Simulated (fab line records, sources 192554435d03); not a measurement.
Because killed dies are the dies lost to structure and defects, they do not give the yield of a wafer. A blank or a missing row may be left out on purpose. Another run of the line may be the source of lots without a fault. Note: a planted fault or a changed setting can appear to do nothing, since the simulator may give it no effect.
Chamber matching + flow n5 finfet + rie diel-02 running N5_BEOL_M0_SAQP_ETCH_88: 4 sister chambers
The step etches underlayer in N2/H2, target depth 6.5 nm, time 5.2 s. 14 wafers are shown with their chamber, then 7 later ones without.

== EACH WAFER AND ITS CHAMBER ==
| wafer  | chamber | drypump motor current A (A) | showerhead plenum p Torr (Torr) | throttle valve pct (%) |
|--------|---------|-----------------------------|---------------------------------|------------------------|
| L074.2 | 3       | 6.0                         | 2.41                            | 17.62                  |
| L074.4 | 2       | 5.6                         | 2.64                            | 17.73                  |
| L074.6 | 3       | 6.0                         | 2.41                            | 17.63                  |
| L075.2 | 3       | 6.0                         | 2.41                            | 17.64                  |
| L075.4 | 1       | 6.4                         | 2.44                            | 17.81                  |
| L075.5 | 0       | 5.0                         | 2.62                            | 17.61                  |
| L076.3 | 2       | 5.6                         | 2.64                            | 17.73                  |
| L076.4 | 2       | 5.6                         | 2.64                            | 17.72                  |
| L076.5 | 0       | 5.0                         | 2.62                            | 17.67                  |
| L083.1 | 2       | 5.6                         | 2.64                            | 17.76                  |
| L083.3 | 0       | 5.0                         | 2.61                            | 17.67                  |
| L083.5 | 1       | 6.5                         | 2.44                            | 17.80                  |
| L087.1 | 1       | 6.4                         | 2.43                            | 17.85                  |
| L087.2 | 3       | 6.0                         | 2.40                            | 17.66                  |

SIGNATURES, as means of the wafers listed above
| reading                  | chamber 0 | chamber 1 | chamber 2 | chamber 3 | scatter within a chamber |
|--------------------------|-----------|-----------|-----------|-----------|--------------------------|
| drypump motor current A  | 5.000     | 6.433     | 5.600     | 6.000     | 0.0258                   |
| showerhead plenum p Torr | 2.6167    | 2.4367    | 2.6400    | 2.4075    | 0.00456                  |
| throttle valve pct       | 17.6500   | 17.8200   | 17.7350   | 17.6375   | 0.0236                   |
Rule: a wafer lies at a distance from a chamber equal to the root of the sum of squares, over the readings, of (its reading less the chamber's mean, divided by the reading's scatter). The wafer belongs to the nearest chamber; if the next one is less than 2 further off, it can't be placed. The scatter is the square root of a quotient: the sum, over the shown wafers, of each reading's squared deviation from its chamber's mean, divided by wafers minus chambers.

== WAFERS WITHOUT THEIR CHAMBER ==
| wafer  | drypump motor current A (A) | showerhead plenum p Torr (Torr) | throttle valve pct (%) |
|--------|-----------------------------|---------------------------------|------------------------|
| L087.5 | 5.6                         | 2.63                            | 17.76                  |
| L091.2 | 6.4                         | 2.43                            | 17.83                  |
| L091.4 | 5.6                         | 2.63                            | 17.77                  |
| L091.6 | 6.0                         | 2.40                            | 17.66                  |
| L093.1 | 6.0                         | 2.40                            | 17.69                  |
| L093.2 | 5.0                         | 2.61                            | 17.71                  |
| L093.6 | 5.5                         | 2.63                            | 17.77                  |

== WHICH CHAMBER EACH ONE RAN IN ==
| wafer  | from the rows above | in truth |
|--------|---------------------|----------|
| L087.5 | 2                   | 2        |
| L091.2 | 1                   | 1        |
| L091.4 | 2                   | 2        |
| L091.6 | 3                   | 3        |
| L093.1 | 3                   | 3        |
| L093.2 | 0                   | 0        |
| L093.6 | 2                   | 2        |
Placed correctly: 7 of 7. From these rows, 0 cannot be placed. Placed wrongly: 0.
